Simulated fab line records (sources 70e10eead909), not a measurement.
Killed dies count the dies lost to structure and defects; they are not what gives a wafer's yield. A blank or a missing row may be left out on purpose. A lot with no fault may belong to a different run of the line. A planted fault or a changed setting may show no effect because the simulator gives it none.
Chamber matching    flow nand harc    NHARC_A_CHANNEL_FILL_D1_ALD_14 on ald hk-04: 4 sister chambers
The step deposits SiO2, target thk 2.5 nm, pulse time 10 s, ald cycles 25. 18 wafers are shown with their chamber, then 9 later ones without.

## WAFERS PAIRED WITH THEIR CHAMBERS
wafer   chamber  heater power w (W)  precursor pulse height rel
L077.1  3        520                 0.984
L077.2  2        486                 0.966
L077.5  0        509                 1.011
L078.1  3        508                 0.995
L078.2  1        384                 1.003
L078.4  0        517                 0.982
L079.2  1        384                 0.989
L079.4  0        516                 0.996
L079.5  2        489                 1.043
L084.2  0        515                 1.016
L084.4  3        520                 1.001
L084.6  1        379                 0.985
L086.2  2        494                 1.027
L086.3  0        515                 0.970
L086.6  2        501                 0.984
L089.2  0        509                 1.021
L089.4  1        380                 0.987
L089.5  1        378                 0.969

SIGNATURES, as means of the wafers listed above
reading                     chamber 0  chamber 1  chamber 2  chamber 3  scatter within a chamber
heater power w              513.50     381.00     492.50     516.00     4.78
precursor pulse height rel  0.99933    0.98660    1.00500    0.99333    0.0218
Rule: a wafer's distance from a chamber is the root of the sum, over the readings, of the square of ((its reading less the chamber's mean) divided by the reading's scatter). The wafer belongs to the nearest chamber; if the next one is less than 2 further off, it can't be placed. The scatter: take each reading less its chamber's mean, square it, sum over the shown wafers, divide by the number of wafers less the number of chambers, and take the root.

## WAFERS MISSING THEIR CHAMBER
wafer   heater power w (W)  precursor pulse height rel
L090.2  514                 1.004
L090.5  500                 1.032
L090.6  380                 1.026
L094.1  508                 1.010
L094.2  514                 1.015
L094.3  513                 0.997
L095.2  522                 0.979
L095.3  391                 0.988
L095.6  519                 1.006

## WHICH CHAMBER EACH WENT THROUGH
wafer   from the rows above           in truth
L090.2  can't be placed: 0 or 3       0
L090.5  can't be placed: 2 or 0 or 3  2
L090.6  1                             1
L094.1  can't be placed: 0 or 3 or 2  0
L094.2  can't be placed: 0 or 3       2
L094.3  can't be placed: 0 or 3       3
L095.2  can't be placed: 3 or 0       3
L095.3  1                             1
L095.6  can't be placed: 3 or 0       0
2 of 9 placed correctly. Can't be placed from these rows: 7 (the true chamber is among the candidates in 6). Wrongly placed: 0.
